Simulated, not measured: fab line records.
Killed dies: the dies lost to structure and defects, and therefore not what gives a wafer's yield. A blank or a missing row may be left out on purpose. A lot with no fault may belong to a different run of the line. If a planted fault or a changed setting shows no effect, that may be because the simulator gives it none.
Chamber matching -- flow nand_harc -- ald_hk-04 running NHARC_A_CHANNEL_FILL_D1_ALD_14: 4 sister chambers
The step deposits SiO2, target thk 2.5 nm, pulse time 10 s, ald cycles 25. 4 wafers are shown with their chamber, then 9 later ones without.

## WAFERS, EACH WITH ITS CHAMBER
wafer,chamber,heater_power_w (W)
L084.4,3,520
L086.6,2,501
L089.2,0,509
L089.5,1,378

## WAFERS WHOSE CHAMBER IS MISSING
wafer,heater_power_w (W)
L090.2,514
L090.5,500
L090.6,380
L094.1,508
L094.2,514
L094.3,513
L095.2,522
L095.3,391
L095.6,519

## WHICH CHAMBER EACH ONE RAN IN
wafer,from the rows above,in truth
L090.2,can't be placed: 0 or 3 or 2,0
L090.5,can't be placed: 2 or 0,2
L090.6,1,1
L094.1,can't be placed: 0 or 2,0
L094.2,can't be placed: 0 or 3 or 2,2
L094.3,can't be placed: 0 or 3 or 2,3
L095.2,3,3
L095.3,1,1
L095.6,can't be placed: 3 or 0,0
Placed correctly: 3 of 9. Not placeable from these rows: 6 (in 6, the candidates include the true chamber). Placed wrongly: 0.
How it was worked out, from the rows above alone: a wafer's distance from a chamber is the root of the sum, over the readings, of the square of ((its reading less the chamber's mean) divided by the reading's scatter). If the next closest chamber is less than 2 further off than the closest, the wafer can't be placed; otherwise it belongs to the closest. Each chamber's mean is taken over the wafers shown for it. The scatter: with one shown wafer a chamber, the root of the mean of the squares of how far each hidden wafer lies from its nearest shown one.
